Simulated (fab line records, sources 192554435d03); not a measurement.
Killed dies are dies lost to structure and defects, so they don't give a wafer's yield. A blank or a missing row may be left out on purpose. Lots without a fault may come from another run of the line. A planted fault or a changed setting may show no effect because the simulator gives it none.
Which tool did it? | flow n5_finfet | 7 lots, 21 wafers sampled, at 8 steps of a route of 1938

WHAT THE GAUGES READ, wafer by wafer
N5_BEOL_M8_OVL_MEAS_29.
lot  | measured     | on         | V7_OVL (nm)
L649 | day 11 08:46 | overlay-01 | -0.4 0.7 -0.4
L651 | day 11 16:35 | overlay-02 | 0.5 -0.6 -0.3
L652 | day 12 17:35 | overlay-01 | -0.1 -0.2 -0.5
L655 | day 13 03:58 | overlay-02 | -0.4 0.0 0.5
L662 | day 14 23:47 | overlay-02 | -0.4 0.1 0.6
L664 | day 15 05:52 | overlay-02 | 0.1 0.0 -0.6
L665 | day 15 12:34 | overlay-01 | 1.0 -0.4 -1.1

N5_BEOL_M8_OCD_MEAS_38.
lot  | measured     | on     | trench_depth_nm (nm)
L649 | day 11 09:49 | ocd-02 | 92.4 93.6 91.9
L651 | day 11 17:09 | ocd-01 | 93.5 93.5 92.9
L652 | day 12 18:06 | ocd-01 | 93.6 93.4 96.1
L655 | day 13 04:29 | ocd-01 | 96.9 130.6 93.3
L662 | day 15 00:19 | ocd-02 | 92.9 94.4 93.7
L664 | day 15 06:24 | ocd-02 | 93.1 92.8 94.7
L665 | day 15 13:04 | ocd-02 | 93.1 93.8 92.3

N5_BEOL_M8_THK_MEAS_53: measures by xrf.
lot  | measured     | on            | M8_THK (nm)
L649 | day 11 13:34 | film_metro-02 | 80.8 80.5 79.2
L651 | day 11 21:22 | film_metro-01 | 80.1 80.1 80.0
L652 | day 12 21:38 | film_metro-02 | 82.4 81.1 83.3
L655 | day 13 07:56 | film_metro-01 | 82.3 115.7 77.9
L662 | day 15 02:52 | film_metro-01 | 80.1 82.1 81.0
L664 | day 15 08:53 | film_metro-02 | 81.1 81.6 81.6
L665 | day 15 16:47 | film_metro-02 | 80.9 81.2 77.9

N5_BEOL_M8_RS_MEAS_57: measures by four-point-probe.
lot  | measured     | on            | M8_RS (ohm/sq)
L649 | day 11 13:42 | film_metro-01 | 0.284 0.285 0.290
L651 | day 11 21:29 | film_metro-01 | 0.289 0.292 0.293
L652 | day 12 21:46 | film_metro-01 | 0.284 0.289 0.282
L655 | day 13 08:04 | film_metro-01 | 0.274 0.186 0.294
L662 | day 15 02:59 | film_metro-01 | 0.288 0.279 0.285
L664 | day 15 09:01 | film_metro-02 | 0.285 0.282 0.284
L665 | day 15 16:55 | film_metro-01 | 0.284 0.284 0.299

N5_BEOL_M15_RC_MEAS_101.
lot  | measured     | on        | COMB_M10 (S/m)          | COMB_M11 (S/m)          | COMB_M11_max_site (S/m) | COMB_M12 (S/m)          | COMB_M13 (S/m)          | COMB_M14 (S/m)          | COMB_M15 (S/m)          | COMB_M5 (S/m)           | COMB_M6 (S/m)           | COMB_M7 (S/m)           | COMB_M9 (S/m)           | SERP_M10 (ohm/um) | SERP_M11 (ohm/um) | SERP_M12 (ohm/um) | SERP_M13 (ohm/um) | SERP_M14 (ohm/um)    | SERP_M5 (ohm/um) | SERP_M6 (ohm/um) | SERP_M7 (ohm/um) | SERP_M8 (ohm/um) | SERP_M8_max_site (ohm/um) | SERP_M9 (ohm/um)
L649 | day 13 14:15 | prober-02 | 1e-11 1.1e-11 1.5e-11   | 1.4e-11 1.4e-11 1.6e-11 | 1.9e-11 1.9e-11 2.2e-11 | 6.8e-12 5.6e-12 6.9e-12 | 2.6e-12 3.9e-12 4.9e-12 | 2.3e-12 2.2e-12 2.6e-12 | 3.1e-12 3.3e-12 1.7e-12 | 3.4e-11 3.3e-11 4.2e-11 | 2.2e-11 2.5e-11 1.5e-11 | 2.5e-11 2.8e-11 2.2e-11 | 8e-12 9e-12 9e-12       | 3.13 2.99 3.18    | 2.94 3.00 3.05    | 0.636 0.640 0.630 | 0.316 0.312 0.313 | 0.1616 0.1602 0.1585 | 37.8 37.3 35.4   | 13.7 13.8 13.7   | 14.2 13.6 13.7   | 13.7 14.1 14.3   | 14.4 14.4 14.7            | 3.12 3.04 3.07
L651 | day 13 21:41 | prober-02 | 1.5e-11 1.4e-11 1.6e-11 | 2.4e-11 2.1e-11 1.6e-11 | 3.5e-11 3.3e-11 2.4e-11 | 4.2e-12 6.8e-12 6e-12   | 5.7e-12 3.8e-12 4.7e-12 | 2.4e-12 3.2e-12 2.4e-12 | 1.8e-12 1.2e-12 1.5e-12 | 3e-11 2.7e-11 2.7e-11   | 2.7e-11 2.8e-11 2.5e-11 | 3e-11 2e-11 1.9e-11     | 1.5e-11 1.1e-11 1.4e-11 | 3.07 3.12 3.06    | 3.03 3.14 3.07    | 0.626 0.634 0.614 | 0.308 0.313 0.312 | 0.1568 0.1621 0.1576 | 39.2 40.0 38.8   | 13.4 13.3 13.2   | 14.2 14.2 14.0   | 13.5 14.0 13.9   | 13.9 14.4 14.5            | 3.11 3.07 3.06
L652 | day 15 05:25 | prober-02 | 1.6e-11 1.4e-11 1.3e-11 | 1.3e-11 1.1e-11 1.1e-11 | 1.5e-11 1.3e-11 1.5e-11 | 7.4e-12 4.9e-12 6.3e-12 | 2.7e-12 5.4e-12 5e-12   | 2.5e-12 2.4e-12 3.1e-12 | 2.5e-12 2.4e-12 1.5e-12 | 4.7e-11 3.5e-11 4.3e-11 | 2e-11 2.4e-11 2.3e-11   | 2.4e-11 2.1e-11 2.2e-11 | 2e-11 1.4e-11 1.2e-11   | 3.05 3.09 3.09    | 2.99 3.03 3.09    | 0.642 0.631 0.637 | 0.307 0.303 0.307 | 0.1658 0.1608 0.1639 | 39.5 37.2 39.4   | 14.1 13.6 14.2   | 14.3 14.1 14.6   | 13.6 14.5 13.8   | 14.0 15.0 14.8            | 3.18 3.07 3.18
L655 | day 15 10:23 | prober-02 | 1.4e-11 1.6e-11 1.2e-11 | 1.1e-11 1.1e-11 1.2e-11 | 1.5e-11 2.5e-11 1.6e-11 | 5.9e-12 5.8e-12 5e-12   | 4.7e-12 6.3e-12 6.4e-12 | 3.3e-12 4.4e-12 5.3e-12 | 3.5e-12 2.2e-12 1.9e-12 | 2.7e-11 4.5e-11 3.5e-11 | 1.9e-11 1.7e-11 2.3e-11 | 2.6e-11 2e-11 2e-11     | 1.2e-11 1.3e-11 1.6e-11 | 3.01 3.19 3.12    | 3.01 2.95 3.17    | 0.632 0.639 0.644 | 0.314 0.308 0.304 | 0.1649 0.1632 0.1630 | 37.9 38.3 37.3   | 13.0 13.5 13.5   | 14.5 13.8 14.0   | 13.3 9.1 14.3    | 13.9 9.7 14.6             | 3.16 3.20 3.07
L662 | day 16 23:35 | prober-01 | 1.3e-11 1.7e-11 1.2e-11 | 1.7e-11 1e-11 1.1e-11   | 3e-11 2.1e-11 1.5e-11   | 7e-12 5.5e-12 5.4e-12   | 6e-12 4.2e-12 4.2e-12   | 3.8e-12 3e-12 3.5e-12   | 2.5e-12 2.6e-12 1.7e-12 | 4.1e-11 3.7e-11 5.3e-11 | 2e-11 2.2e-11 2.8e-11   | 2.4e-11 2.2e-11 2.5e-11 | 1.4e-11 1e-11 9e-12     | 3.15 3.07 3.19    | 3.10 3.16 3.08    | 0.601 0.618 0.607 | 0.302 0.305 0.304 | 0.1637 0.1613 0.1601 | 38.8 38.6 37.3   | 13.8 14.0 13.5   | 13.6 14.0 13.8   | 14.0 13.6 14.0   | 14.6 14.4 14.4            | 2.97 3.01 2.93
L664 | day 17 13:18 | prober-01 | 1.1e-11 1e-11 1.4e-11   | 1.1e-11 1e-11 9e-12     | 1.2e-11 1.2e-11 1.3e-11 | 8.1e-12 3.9e-12 6.4e-12 | 3.8e-12 5.7e-12 4.7e-12 | 3.5e-12 4.6e-12 3.3e-12 | 3.1e-12 2.4e-12 1.7e-12 | 3.8e-11 3.3e-11 3.5e-11 | 1.8e-11 2.6e-11 1.8e-11 | 3e-11 2.1e-11 2e-11     | 2e-11 1.5e-11 2.2e-11   | 3.06 3.08 3.18    | 2.98 2.96 3.00    | 0.626 0.629 0.633 | 0.303 0.305 0.309 | 0.1591 0.1554 0.1599 | 39.7 39.1 39.7   | 13.7 14.0 14.5   | 13.9 13.8 13.1   | 14.1 13.7 14.1   | 14.3 14.5 14.5            | 2.98 3.06 2.96
L665 | day 17 17:03 | prober-02 | 1.4e-11 1.8e-11 1.6e-11 | 1.3e-11 1.5e-11 1.6e-11 | 2.1e-11 1.9e-11 2.2e-11 | 4.7e-12 5e-12 5.9e-12   | 3.5e-12 3.9e-12 4.2e-12 | 3.2e-12 4.9e-12 4.7e-12 | 2.1e-12 2.5e-12 2.2e-12 | 5.3e-11 4.6e-11 3.5e-11 | 2e-11 2.7e-11 2.1e-11   | 3.1e-11 2.2e-11 2.1e-11 | 1.4e-11 1.6e-11 1.6e-11 | 3.11 3.10 3.11    | 2.96 3.02 3.02    | 0.632 0.622 0.628 | 0.309 0.307 0.302 | 0.1621 0.1601 0.1587 | 36.7 37.9 38.0   | 13.5 14.0 14.1   | 13.4 13.7 12.8   | 13.8 13.3 14.7   | 14.5 14.0 15.4            | 3.01 3.11 3.13

WHICH TOOL RAN EACH LOT (tool, then ch and the chambers of the sampled wafers, then the start)
lot  | N5_BEOL_M8_ETCH_62                 | N5_BEOL_M8_ETCH_72                 | N5_BEOL_M8_TRENCH_ETCH_37
L649 | rie_diel-05 ch 0,1,3, day 11 05:59 | rie_diel-06 ch 0,1,2, day 11 09:25 | rie_diel-06 ch 0,1,2, day 11 09:39
L651 | rie_diel-06 ch 0,2, day 11 15:47   | rie_diel-05 ch 1,3, day 11 16:45   | rie_diel-05 ch 1,3, day 11 16:59
L652 | rie_diel-06 ch 1,2, day 12 15:52   | rie_diel-06 ch 0,1,3, day 12 17:43 | rie_diel-06 ch 0,1,3, day 12 17:57
L655 | rie_diel-04 ch 0,1,2, day 13 01:04 | rie_diel-06 ch 0,1,3, day 13 04:05 | rie_diel-06 ch 0,1,3, day 13 04:20
L662 | rie_diel-04 ch 0,1,2, day 14 19:13 | rie_diel-04 ch 0,2,3, day 14 23:55 | rie_diel-04 ch 0,2,3, day 15 00:09
L664 | rie_diel-04 ch 1,2, day 15 04:21   | rie_diel-04 ch 0,1,3, day 15 06:00 | rie_diel-04 ch 0,1,3, day 15 06:14
L665 | rie_diel-05 ch 1,3, day 15 11:43   | rie_diel-05 ch 1,3, day 15 12:40   | rie_diel-05 ch 1,3, day 15 12:55
- N5_BEOL_M8_ETCH_62: etches SOC in N2/H2, target depth 110 nm, overetch 22 nm, time 165 s.
- N5_BEOL_M8_ETCH_72: etches underlayer in N2/H2, target depth 6.5 nm, time 5.2 s.
- N5_BEOL_M8_TRENCH_ETCH_37: etches SiCOH lowk in C4F6/O2, target depth 93.478 nm, time 31.2 s.

WHAT THE TOOLS THEMSELVES READ (means of the sampled wafers that have a number; where no wafer has one, the mark that the record gives instead)
N5_BEOL_M8_ETCH_62.
lot  | tool        | drypump_motor_current_A (A) | oes_product_au (a.u.) | rf_vpp_V (V) | showerhead_plenum_p_Torr (Torr) | throttle_valve_pct (%)
L649 | rie_diel-05 | 5.6                         | 0.72                  | 527.1        | 2.62                            | 17.69
L651 | rie_diel-06 | 5.8                         | 0.62                  | 522.8        | 2.50                            | 17.75
L652 | rie_diel-06 | 6.0                         | 0.65                  | 523.6        | 2.51                            | 17.86
L655 | rie_diel-04 | 5.8                         | 0.68                  | 524.2        | 2.56                            | 17.73
L662 | rie_diel-04 | 5.8                         | 0.66                  | 524.6        | 2.56                            | 17.75
L664 | rie_diel-04 | 6.0                         | 0.66                  | 524.1        | 2.56                            | 17.68
L665 | rie_diel-05 | 5.8                         | 0.69                  | 524.2        | 2.54                            | 17.66

N5_BEOL_M8_ETCH_72.
lot  | tool        | drypump_motor_current_A (A) | etch_rf_on_time_s (s) | oes_product_au (a.u.) | rf_vpp_V (V) | showerhead_plenum_p_Torr (Torr) | throttle_valve_pct (%)
L649 | rie_diel-06 | 6.0                         | 5.26                  | 0.65                  | 524.3        | 2.55                            | 17.80
L651 | rie_diel-05 | 5.7                         | 5.22                  | 0.68                  | 524.8        | 2.60                            | 17.66
L652 | rie_diel-06 | 6.3                         | 5.22                  | 0.71                  | 528.1        | 2.64                            | 17.60
L655 | rie_diel-06 | 6.3                         | 5.21                  | 0.69                  | 526.5        | 2.64                            | 17.59
L662 | rie_diel-04 | 5.6                         | 5.18                  | 0.68                  | 524.8        | 2.56                            | 17.82
L664 | rie_diel-04 | 5.7                         | 5.14                  | 0.70                  | 524.1        | 2.56                            | 17.58
L665 | rie_diel-05 | 5.8                         | 5.19                  | 0.69                  | 524.1        | 2.54                            | 17.68

N5_BEOL_M8_TRENCH_ETCH_37.
lot  | tool        | drypump_motor_current_A (A) | oes_o_777_au (a.u.) | oes_product_au (a.u.) | rf_vpp_V (V) | showerhead_plenum_p_Torr (Torr) | throttle_valve_pct (%)
L649 | rie_diel-06 | 6.0                         | 0.76                | 0.76                  | 661          | 2.85                            | 20.86
L651 | rie_diel-05 | 5.8                         | 0.78                | 0.79                  | 672          | 2.90                            | 20.74
L652 | rie_diel-06 | 6.3                         | 0.82                | 0.83                  | 665          | 2.94                            | 20.61
L655 | rie_diel-06 | 6.3                         | 0.82                | 0.90                  | 665          | 2.94                            | 20.65
L662 | rie_diel-04 | 5.6                         | 0.80                | 0.80                  | 673          | 2.87                            | 20.91
L664 | rie_diel-04 | 5.7                         | 0.81                | 0.81                  | 673          | 2.87                            | 20.71
L665 | rie_diel-05 | 5.8                         | 0.80                | 0.81                  | 669          | 2.84                            | 20.77

THE ANSWER, worked out from the rows above alone
Rule: what is usual is taken from the lots themselves. Put in order of their means at a reading, lots are off if they are a third of the lots or fewer, leave a main group of 4 or more, and stand apart from it by a gap of 3 or more times the standard deviation of the main group's means; of several such gaps the widest counts. A main group whose means are all the same, to the digits that the tables above print for the reading, isn't used. A lot without any number at a reading at which 4 lots or more have one is off too. The other lots that the step has rows for count as sound. The gauges are gone through in route order, then the tools' own readings, and for those a lot's mean is taken as printed above. The first step at which some lot is off is used, and at that step the reading that is off furthest; a lot without a number counts as furthest.
Off: L655, at N5_BEOL_M8_OCD_MEAS_38 (trench_depth_nm). The main group: mean 93.4 nm, standard deviation 0.54.
A tool fits if, at a process step before that reading, it ran every lot that is off, and no sound lot after the first of them. The gauges at N5_BEOL_M8_OCD_MEAS_38 aren't tried: what is off there is off at N5_BEOL_M8_THK_MEAS_53 too, on other tools, and a gauge's error can't cause that. One fits: rie_diel-06 at N5_BEOL_M8_ETCH_72 and N5_BEOL_M8_TRENCH_ETCH_37. At N5_BEOL_M8_ETCH_72 its last sound lot is L652 (day 12 17:43), its first lot that is off L655 (day 13 04:05): a fault that began between those two fits.

WHAT THE SIMULATOR HAD PUT IN
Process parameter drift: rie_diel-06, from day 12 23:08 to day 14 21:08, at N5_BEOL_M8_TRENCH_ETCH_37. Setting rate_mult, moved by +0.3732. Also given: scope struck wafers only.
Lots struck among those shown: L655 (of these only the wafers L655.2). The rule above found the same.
